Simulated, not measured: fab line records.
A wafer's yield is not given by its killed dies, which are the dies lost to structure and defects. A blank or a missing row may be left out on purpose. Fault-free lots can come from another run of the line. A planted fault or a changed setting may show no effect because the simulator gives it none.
Struck lot and sound lot, side by side :: flow n5 finfet :: 27 out of 1938 route steps
Sound: the wafers L602.4, L602.5, L602.6. Struck: wafer L585.4; the same lot's L585.2 was not struck, so it is left out; see the end for the cause.
Per side, at each step with rows, come the tool, then ch with its chambers, and then its first start. Under that, the readings that differ: sound wafers :: struck wafers :: difference of the means :: sigmas: that difference in standard deviations of wafers without a fault.
alike: a reading whose means differ by less than 2 such deviations, as well as words and numbers matching on both sides. not compared: withheld readings; readings where some wafer has no value; bounds like >300 that might hide an equal value; numbers whose values overlap and for which the record gives no deviation.
Wherever a step has rows on one side only, a row that says differs or no value, or a row with sigmas, the two part there. Non-overlapping numbers with no deviation appear without sigmas and do not part them. A reading missing from all wafers of one side parts the sides only when that side holds two or more wafers.

first, 1 step without rows for these wafers: N5_BEOL_M0_WET_ETCH_106 (etches SiO2 in DHF, target depth 130 nm, rinse time 30 s).
N5_BEOL_M0_ETCH_128: etches SiCN in CF4/N2, target depth 12 nm, overetch 5.1 nm, time 21.4 s.
  sound on rie diel-01 ch 1,2, day 13 14:49; struck on rie diel-06 ch 2, day 7 04:14
reading: drypump motor current A (A)
sound: 5.8 6.2 5.8
struck: 5.1
difference: -0.8
sigmas: -2

reading: showerhead plenum p Torr (Torr)
sound: 2.21 2.14 2.21
struck: 2.30
difference: +0.11
sigmas: +2
  alike: oes product au, rf vpp V, throttle valve pct
  not compared: rf hours counter h
then, 2 steps without rows for these wafers: N5_BEOL_M0_TRENCH_ETCH_107 (etches SiOC in C4F6/O2, target depth 32.8 nm, time 16.4 s); N5_BEOL_M0_STRIP_142 (strips in N2/H2, time 10 s).
N5_BEOL_M0_OCD_MEAS_108:
  struck on ocd-02, day 7 04:23; sound on ocd-01, day 13 14:58
  alike: trench depth nm
then, 2 steps without rows for these wafers: N5_BEOL_M0_HM_STRIP_129 (strips TiN in peroxide tin strip, target depth 17 nm, time 108 s); N5_BEOL_M0_SRD_130 (time 30 s).
N5_BEOL_M0_ETCH_109: etches SiCN in CH3F/O2, target depth 8 nm, overetch 2.4 nm, time 27.4 s.
  sound on rie diel-06 ch 0,2,3, day 13 15:23; struck on rie diel-01 ch 1, day 7 04:29
reading: rf hours counter h (h)
sound: - - -
struck: 79
difference: no value on the sound wafers
sigmas: 
  alike: drypump motor current A, oes product au, rf vpp V, showerhead plenum p Torr, throttle valve pct
then, 3 steps without rows for these wafers: N5_BEOL_M0_STRIP_139 (strips in post etch residue remover, time 60 s); N5_BEOL_M0_SRD_111 (time 30 s); N5_BEOL_M0_DEGAS_112 (time 60 s).
N5_BEOL_M0_PRE_CLEAN_113: time 30 s.
  struck on pvd sputter-03, day 7 05:09; sound on pvd sputter-01, day 13 15:43
  alike: heater power w
N5_BEOL_M0_ALD_136: deposits TaN, pulse time 2 s, purge time 3 s, co reactant purge time 2 s.
  sound on ald metal-03 ch 0,1, day 13 15:47; struck on ald metal-01 ch 0, day 7 05:17
reading: ald cycles
sound: 30 30 30
struck: 19
difference: -11
sigmas: 
  alike: chamber pressure Torr, heater power outer w, heater power w
  not compared: model.TaN_of_BEOL_M0_ALD_136.thk nm
then, 3 steps without rows for these wafers: N5_BEOL_M0_SURFACE_TREAT_137; N5_BEOL_M0_CVD_115 (deposits Co from CCTBA/H2, time 120 s); N5_BEOL_M0_SPUTTER_116 (material Cu, target thk 4 nm, time 7.37 s).
N5_BEOL_M0_ANNEAL_117: time 60 s.
  struck on pvd sputter-02, day 7 06:03; sound on pvd sputter-02, day 13 16:32
  alike: heater power w
N5_BEOL_M0_SPUTTER_132: material Cu, target thk 4 nm, time 7.37 s.
  struck on pvd sputter-02, day 7 06:05; sound on pvd sputter-02, day 13 16:34
  alike: throttle valve pct
then, 6 steps without rows for these wafers: N5_BEOL_M0_ANNEAL_133 (time 60 s); N5_BEOL_M0_SPUTTER_134 (material Cu, target thk 4 nm, time 7.37 s); N5_BEOL_M0_ANNEAL_135 (time 60 s); N5_BEOL_M0_SPUTTER_141 (material Cu, target thk 4 nm, time 7.37 s); N5_BEOL_M0_ECD_118 (material Cu, target thk 300 nm); N5_BEOL_M0_ANNEAL_119 (time 90 s).
N5_BEOL_M0_CMP_120: polishes, stops on SiOC, t overpolish 6.9 s.
  sound on cmp-04 ch 0,2,3, day 13 18:55; struck on cmp-01 ch 3, day 7 06:58
reading: barrier field endpoint s (s)
sound: 3.74 3.68 3.66
struck: 3.04
difference: -0.65
sigmas: -6
  alike: motor current A
-- here the record skips 4 days between the struck wafers' starts before and after, leaving off in module BEOL_M0 and picking up in module BEOL_M4 (first step shown: number 1111 of the route) --
N5_BEOL_M4_RC_MEAS_101:
  sound on prober-02 ch 0, day 15 22:20; struck on prober-02 ch 0, day 11 11:15
reading: ION_N (uA/um)
sound: 690 685 698
struck: 674
difference: -17
sigmas: -2
  alike: DIBL_N, DIBL_P, IOFF_N, IOFF_P, ION_P, SS_N, SS_P, VT_N, VT_P
-- here the record skips 4 days between the struck wafers' starts before and after, leaving off in module BEOL_M4 and picking up in module PASSIVATION (first step shown: number 1936 of the route) --
N5_PASSIVATION_PROBE_49:
  record: rows for the struck wafers here (prober-01, day 15 14:16), none for the sound ones

== WHERE THEY PART ==
Earliest at N5_BEOL_M0_ETCH_128; latest, in this record, at N5_PASSIVATION_PROBE_49.

WHY: the cause the simulator had injected
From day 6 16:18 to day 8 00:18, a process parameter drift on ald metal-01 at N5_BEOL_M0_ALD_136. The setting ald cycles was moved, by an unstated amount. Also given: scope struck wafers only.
